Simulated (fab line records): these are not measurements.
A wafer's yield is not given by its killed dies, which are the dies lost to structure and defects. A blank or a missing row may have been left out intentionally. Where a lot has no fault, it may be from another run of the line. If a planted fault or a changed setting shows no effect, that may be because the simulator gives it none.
Comparing a struck lot with a sound one / flow nand-harc / 22 steps out of a route of 1302
Sound: these wafers, L788.3, L788.4, L788.6. Struck: wafer L801.4 (L801.2, L801.6, from the same lot, were not struck and are left out); the cause is given at the end.
For every step that has rows: the tool of each side, followed by ch and its chambers, followed by its first start. Under that, the readings that differ: sound wafers / struck wafers / difference of the means / sigmas: that difference in standard deviations of wafers without a fault.
alike: words and numbers the same on both sides, and readings whose means are apart by under 2 such deviations; not compared: readings that were withheld, readings missing a value for some wafer, numbers with overlapping values and no deviation given by the record, and bounds like >300 which may hide the same value.
The two part at a step that has a row with sigmas, a row that says differs or no value, or rows on one side only. When numbers do not overlap yet have no deviation, they are printed without sigmas and do not part them. Lack of a reading on every wafer of one side parts them only where that side has two or more wafers.

first, 1 step without rows for these wafers: NHARC_P_M1_SRD_25.
NHARC_P_M1_INSPECT_27:
  struck on defect-inspect-02, day 14 22:02; sound on defect-inspect-01, day 9 20:48
  alike: raw-defect-count
NHARC_P_M1_PRE_CLEAN_32: time 12 s.
  sound on pecvd-03 ch 0,2, day 9 20:52; struck on pecvd-02 ch 2, day 14 22:07
  alike: heater-power-w, susceptor-temp-C
NHARC_P_M1_DEP_33: deposits SiCN, target thk 30 nm.
  sound on pecvd-03 ch 0,2, day 9 20:57; struck on pecvd-02 ch 2, day 14 22:13
  alike: heater-power-w, susceptor-temp-C
then, 7 steps without rows for these wafers: NHARC_P_M2_DEP_00 (deposits SiOC, target thk 182.5 nm); NHARC_P_M2_DEHYDRATE_01 (time 120 s); NHARC_P_M2_HMDS_02 (time 30 s); NHARC_P_M2_COAT_34 (time 65 s); NHARC_P_M2_COAT_03 (resist thk 90 nm); NHARC_P_M2_SOFTBAKE_04 (time 55 s); NHARC_P_M2_EBR_05.
NHARC_P_M2_EXPOSE_06: exposes mask P M2, target cd 170 nm.
  sound on arfi-scanner-02 ch 0, day 9 22:03; struck on arfi-scanner-01 ch 0, day 14 23:17
  alike: mask
then, 2 steps without rows for these wafers: NHARC_P_M2_PEB_07 (peb time 65 s); NHARC_P_M2_DEVELOP_08 (develop time 35 s).
NHARC_P_M2_CD_MEAS_09: target cd 170 nm.
  sound on cd-sem-02 ch 0, day 9 22:11; struck on cd-sem-03 ch 0, day 14 23:25
  alike: cd-nm
NHARC_P_M2_OVL_MEAS_10: pitch 340 nm.
  struck on overlay-02, day 14 23:30; sound on overlay-02, day 9 22:16
  alike: overlay-x-nm, overlay-y-nm
NHARC_P_M2_INSPECT_11:
  struck on defect-inspect-01, day 14 23:32; sound on defect-inspect-02, day 9 22:18
  alike: raw-defect-count
NHARC_P_M2_DESCUM_14: chemistry O2, time 3 s.
  sound on rie-diel-05 ch 0,1,2, day 9 22:23; struck on rie-diel-02 ch 0, day 14 23:36
  alike: drypump-motor-current-A, oes-product-au, rf-vpp-V, showerhead-plenum-p-Torr, throttle-valve-pct
  not compared: rf-hours-counter-h, model.P_M2.cd-nm
NHARC_P_M2_ETCH_35: etches the open film in N2/H2, target depth 40 nm, overetch 12 nm, time 43.94 s.
  sound on rie-diel-05 ch 0,2,3, day 9 22:28; struck on rie-diel-02 ch 2, day 14 23:41
  alike: drypump-motor-current-A, oes-product-au, rf-vpp-V, showerhead-plenum-p-Torr, throttle-valve-pct
  not compared: rf-hours-counter-h
NHARC_P_M2_ETCH_15: etches the open film in C4F8/Ar, target depth 182.5 nm, time 91.2 s.
  sound: rie-diel-05 ch 1,2,3; struck: rie-diel-02 ch 0
reading=model.P_M2.cd-nm (nm); sound=168.5 171.5 170.7; struck=171.7; difference=+1.5; sigmas=
  alike: oes-product-au, rf-vpp-V
  not compared: rf-hours-counter-h
NHARC_P_M2_CD_MEAS_16:
  struck on cd-sem-01, day 14 23:55; sound on cd-sem-03, day 9 22:41
  alike: cd-nm
NHARC_END_SORT_01:
  the record has rows for the sound wafers here (prober-01 ch 0, day 28 15:37) and none for the struck ones

WHERE THEY PART
Only at NHARC_END_SORT_01, within this record.

WHY: whatever the simulator had introduced
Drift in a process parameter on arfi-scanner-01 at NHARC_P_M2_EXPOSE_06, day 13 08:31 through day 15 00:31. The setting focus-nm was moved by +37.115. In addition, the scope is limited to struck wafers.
